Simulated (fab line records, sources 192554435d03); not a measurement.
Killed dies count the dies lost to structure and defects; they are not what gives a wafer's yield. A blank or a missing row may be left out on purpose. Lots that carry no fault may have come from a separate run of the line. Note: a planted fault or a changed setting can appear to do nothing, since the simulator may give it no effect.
What tool caused it? ; flow n5_finfet ; 10 lots with 30 wafers sampled at 6 steps, on a route of 1938 steps

== WHAT THE GAUGES SHOWED, per wafer ==
N5_BEOL_M4_RC_MEAS_101. Usual: DIBL_N 36.3 mV/V, standard deviation 1.6; DIBL_P 36.4 mV/V, standard deviation 2.1; IOFF_N 0.16 nA/um, standard deviation 0.032; IOFF_P 0.22 nA/um, standard deviation 0.044; ION_N 675 uA/um, standard deviation 12; ION_P 463 uA/um, standard deviation 8.3; SS_N 71.6 mV/dec, standard deviation 0.64; SS_P 73.3 mV/dec, standard deviation 0.67; VT_N 250 mV, standard deviation 3.3; VT_P -250 mV, standard deviation 3.7.
lot;measured;on;DIBL_N (mV/V);DIBL_P (mV/V);IOFF_N (nA/um);IOFF_P (nA/um);ION_N (uA/um);ION_P (uA/um);SS_N (mV/dec);SS_P (mV/dec);VT_N (mV);VT_P (mV);flag
L583;day 9 17:16;prober-01;37.6 35.8 35.0;38.7 35.3 35.0;0.17 0.13 0.12;0.21 0.16 0.16;675 672 666;462 452 455;72.0 71.6 70.9;73.9 72.1 72.7;248 252 252;-250 -256 -255;
L581;day 10 05:23;prober-01;33.9 35.8 33.8;34.4 36.6 33.3;0.12 0.16 0.12;0.18 0.21 0.17;664 683 663;454 466 460;70.7 71.1 71.6;72.0 72.7 72.3;254 250 252;-252 -253 -254;
L584;day 10 10:26;prober-02;38.8 35.0 36.4;38.2 33.1 35.1;0.18 0.12 0.15;0.23 0.16 0.20;684 666 686;466 455 464;71.7 70.6 71.9;73.9 73.1 73.5;252 256 251;-247 -255 -251;
L589;day 11 14:42;prober-01;38.7 38.2 37.8;39.0 39.1 37.9;0.20 0.18 0.18;0.32 0.32 0.31;664 683 686;472 477 484;73.3 71.7 72.3;73.9 73.5 73.8;248 249 247;-242 -244 -240;
L593;day 12 15:33;prober-01;37.1 36.7 35.6;37.6 35.7 34.2;0.17 0.15 0.13;0.23 0.19 0.18;692 681 670;464 456 453;72.2 71.4 71.1;73.9 72.4 72.9;248 250 251;-250 -252 -253;
L596;day 13 18:07;prober-02;34.7 33.1 35.3;35.1 33.9 35.8;0.14 0.11 0.15;0.20 0.18 0.20;663 651 668;458 457 462;71.4 71.3 71.0;73.7 73.1 74.1;253 257 251;-253 -252 -251;
L598;day 13 20:44;prober-01;38.0 33.7 34.7;37.5 32.2 33.5;0.20 0.12 0.13;0.26 0.17 0.18;699 654 674;471 452 461;72.3 70.6 71.4;74.3 72.7 74.0;246 253 251;-244 -250 -251;
L600;day 14 05:22;prober-02;34.3 34.8 33.7;32.5 33.8 31.3;0.10 0.12 0.09;0.13 0.14 0.12;642 676 651;435 460 442;70.7 71.0 70.2;72.8 73.8 71.9;257 253 258;-258 -256 -259;
L599;day 14 11:29;prober-02;34.9 37.0 37.3;35.0 37.8 37.6;0.14 0.18 0.18;0.19 0.24 0.23;666 681 685;465 469 467;71.3 71.4 71.3;72.3 73.3 73.4;251 246 244;-251 -247 -249;
L602;day 15 14:51;prober-02;35.6 34.9 36.8;35.1 34.2 35.7;0.12 0.12 0.14;0.18 0.17 0.19;648 672 667;450 464 461;71.4 70.7 70.9;73.4 73.2 72.4;255 254 252;-253 -251 -253;

N5_PASSIVATION_INSPECT_57: inspects for defects (macro). Usual: raw_defect_count 2.0, standard deviation 1.4.
lot;measured;on;raw_defect_count;flag
L583;day 14 06:43;defect_inspect-01;5 2 0;
L581;day 15 08:14;defect_inspect-02;1 2 3;
L584;day 15 17:55;defect_inspect-02;1 0 3;
L589;day 16 13:08;defect_inspect-02;2 3 2;
L593;day 16 21:54;defect_inspect-02;1 1 1;
L596;day 18 08:38;defect_inspect-01;3 3 2;
L598;day 18 07:04;defect_inspect-01;2 2 0;
L600;day 18 22:25;defect_inspect-02;1 1 2;
L599;day 18 18:07;defect_inspect-02;2 3 3;
L602;day 20 04:31;defect_inspect-02;1 1 0;

== WHAT TOOL EACH LOT RAN ON (gives the tool, then ch and the chambers of the sampled wafers, and finally the start) ==
lot;N5_MIM_BOT_LITHO_DESCUM_10;N5_MIM_BOT_ETCH_ETCH_03;N5_PASSIVATION_PECVD_01;N5_PASSIVATION_PROBE_49
L583;rie_diel-02 ch 0,3, day 13 21:08;rie_metal-03 ch 0, day 13 21:21;pecvd-02 ch 1,2, day 13 22:16;-
L581;rie_diel-06 ch 0,1,3, day 14 19:31;rie_metal-03 ch 0,1, day 14 19:40;pecvd-01 ch 0,1,2, day 14 20:26;prober-02, day 15 07:56
L584;rie_diel-06 ch 0,2,3, day 15 06:34;rie_metal-03 ch 1, day 15 06:47;pecvd-02 ch 0,1, day 15 07:47;prober-01, day 15 17:40
L589;rie_diel-06 ch 0,2,3, day 16 02:58;rie_metal-01 ch 0,1, day 16 03:07;pecvd-02 ch 1,2, day 16 03:58;prober-01, day 16 12:46
L593;rie_diel-02 ch 0,2, day 16 13:06;rie_metal-01 ch 0,1, day 16 13:15;pecvd-02 ch 1,2, day 16 14:04;prober-02, day 16 21:35
L596;rie_diel-06 ch 2,3, day 17 17:01;rie_metal-03 ch 0,1, day 17 17:10;pecvd-04 ch 0,2, day 17 17:58;prober-01, day 18 08:16
L598;rie_diel-06 ch 2,3, day 17 19:17;rie_metal-01 ch 0,1, day 17 19:28;pecvd-01 ch 0,1, day 17 20:13;prober-01, day 18 06:48
L600;rie_diel-06 ch 1,3, day 18 13:38;rie_metal-02 ch 0,1, day 18 13:49;pecvd-04 ch 0,2, day 18 14:37;-
L599;rie_diel-02 ch 0,1,3, day 18 09:38;rie_metal-03 ch 0,1, day 18 09:47;pecvd-04 ch 0,1, day 18 10:34;prober-02, day 18 17:46
L602;rie_diel-02 ch 0,2,3, day 19 19:21;rie_metal-03 ch 0,1, day 19 19:30;pecvd-04 ch 0,1,2, day 19 20:16;prober-01, day 20 04:10
- N5_MIM_BOT_LITHO_DESCUM_10: chemistry O2, time 7.9 s.
- N5_MIM_BOT_ETCH_ETCH_03: etches the open film in Cl2/BCl3, target depth 12 nm.
- N5_PASSIVATION_PECVD_01: deposits SiNx from SiH4/NH3/N2, target thk 200 nm, time 43.2 s.
- N5_PASSIVATION_PROBE_49

== WHAT THE TOOLS THEMSELVES READ (means of the sampled wafers that have a number; where no wafer has one, the mark that the record gives instead) ==
N5_MIM_BOT_LITHO_DESCUM_10. Usual: drypump_motor_current_A 5.9 A, standard deviation 0.54; oes_product_au 0.84 a.u., standard deviation 0.08; rf_vpp_V 243.4 V, standard deviation 1.4; showerhead_plenum_p_Torr 2.11 Torr, standard deviation 0.079; throttle_valve_pct 20.30 %, standard deviation 0.29.
lot;tool;drypump_motor_current_A (A);oes_product_au (a.u.);rf_vpp_V (V);showerhead_plenum_p_Torr (Torr);throttle_valve_pct (%);flag
L583;rie_diel-02;6.2;0.80;244.3;2.14;20.05;
L581;rie_diel-06;5.9;0.76;243.2;2.14;20.37;
L584;rie_diel-06;6.3;0.85;244.5;2.14;20.28;
L589;rie_diel-06;6.3;0.84;244.0;2.13;20.30;
L593;rie_diel-02;5.4;0.85;243.4;2.10;20.14;
L596;rie_diel-06;6.6;0.87;244.4;2.12;20.15;
L598;rie_diel-06;6.4;0.87;243.5;2.14;20.28;
L600;rie_diel-06;5.7;0.88;243.6;2.14;20.28;
L599;rie_diel-02;6.0;0.86;244.3;2.16;20.22;
L602;rie_diel-02;5.9;0.84;244.0;2.15;20.08;

N5_MIM_BOT_ETCH_ETCH_03. Usual: drypump_motor_current_A 5.5 A, standard deviation 0.58; oes_product_au 0.84 a.u., standard deviation 0.07; throttle_valve_pct 27.49 %, standard deviation 0.27.
lot;tool;drypump_motor_current_A (A);oes_product_au (a.u.);throttle_valve_pct (%);flag
L583;rie_metal-03;5.1;0.79;27.88;
L581;rie_metal-03;5.4;0.85;27.67;
L584;rie_metal-03;6.1;0.97;27.26;
L589;rie_metal-01;5.4;0.78;27.29;
L593;rie_metal-01;5.4;0.77;27.28;
L596;rie_metal-03;5.5;0.81;27.68;
L598;rie_metal-01;5.2;0.78;27.36;
L600;rie_metal-02;5.4;0.85;27.42;
L599;rie_metal-03;5.4;0.81;27.69;
L602;rie_metal-03;5.7;0.84;27.49;

N5_PASSIVATION_PECVD_01. Usual: heater_power_w 399 W, standard deviation 100; showerhead_plenum_p_Torr 8.64 Torr, standard deviation 0.1; throttle_valve_pct 29.0 %, standard deviation 1.3.
lot;tool;heater_power_w (W);showerhead_plenum_p_Torr (Torr);throttle_valve_pct (%);flag
L583;pecvd-02;513;8.59;29.4;
L581;pecvd-01;332;8.58;29.0;
L584;pecvd-02;452;8.75;29.4;
L589;pecvd-02;413;8.67;29.3;
L593;pecvd-02;453;8.68;29.3;
L596;pecvd-04;286;8.65;27.5;
L598;pecvd-01;326;8.62;29.9;
L600;pecvd-04;264;8.63;27.5;
L599;pecvd-04;329;8.72;27.6;
L602;pecvd-04;298;8.67;27.6;

N5_PASSIVATION_PROBE_49. Usual: defect_limited_yield 91.4 %, standard deviation 1.2; killed_at_M0_to_M3 35, standard deviation 11; killed_at_M4_up 14, standard deviation 6; killed_at_contacts 12, standard deviation 6.7; killed_at_front_end 37, standard deviation 9.7; killed_at_other 3.5, standard deviation 2.5; killed_dies 102, standard deviation 15; killed_on_rim 13, standard deviation 3.6; killed_open 67, standard deviation 12; killed_short 33, standard deviation 7.3; sort_bin_5_function 5.1 %, standard deviation 0.81; sort_bin_6_memory 3.2 %, standard deviation 0.65; sort_bin_8_speed 0.00 %, standard deviation 0.021; sort_n_pass 1078, standard deviation 15; sort_yield_pct 91.4 %, standard deviation 1.2.
lot;tool;defect_limited_yield (%);killed_at_M0_to_M3;killed_at_M4_up;killed_at_contacts;killed_at_front_end;killed_at_other;killed_dies;killed_on_rim;killed_open;killed_short;sort_bin_5_function (%);sort_bin_6_memory (%);sort_bin_8_speed (%);sort_n_pass;sort_yield_pct (%);flag
L581;prober-02;92.2;33;23;12;21;2.3;92;11;60;28;4.4;3.0;0.00;1088;92.2;
L584;prober-01;92.7;23;13;9;39;3.0;86;13;55;30;4.3;2.9;0.00;1094;92.7;
L589;prober-01;73.3;29;15;10;35;226.7;316;124;59;31;4.7;2.6;0.00;864;73.3;OFF
L593;prober-02;65.4;33;21;10;26;318.7;409;152;65;30;4.9;2.9;0.00;771;65.4;OFF
L596;prober-01;91.7;33;10;13;32;9.3;97;13;60;37;4.5;3.4;0.00;1083;91.7;
L598;prober-01;89.2;49;11;12;53;2.3;127;21;80;44;6.3;3.8;0.00;1053;89.2;
L599;prober-02;90.0;52;9;12;41;4.0;118;14;76;42;5.7;4.0;0.00;1062;90.0;
L602;prober-01;93.6;23;7;5;40;1.0;75;11;48;24;3.7;2.1;0.00;1105;93.6;

== THE ANSWER, worked out from the rows above alone ==
Rule: a lot is off if the mean of its wafers that have a number lies more than 3 standard deviations from the usual mean. Also off: a lot with no number at a reading for which 4 or more lots have one. Any other lot the step has rows for is counted as sound. First the gauges in route order, then the tools' own readings, where a lot's mean is used as printed above. At the first step where some lot is off, the reading lying furthest off is the one used; lots without a number count as furthest.
Off: L589, L593, at N5_PASSIVATION_PROBE_49 (killed_at_other). Neither off nor sound, because the step has no rows for them: L583, L600.
A tool fits if, at that step or a process step before it, it ran every lot that is off, and no sound lot after the first of them. One fits: pecvd-02 at N5_PASSIVATION_PECVD_01. A fault onset in the window from L584 (day 15 07:47, its last sound lot) to L589 (day 16 03:58, its first lot off) fits.

== WHAT THE SIMULATOR HAD INSERTED ==
Site profile drift: pecvd-02, from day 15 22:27 on, at N5_PASSIVATION_PECVD_01. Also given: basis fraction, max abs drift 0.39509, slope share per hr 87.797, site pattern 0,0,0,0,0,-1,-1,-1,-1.
Struck lots among those shown: L589, L593. The rule given above showed the same thing.
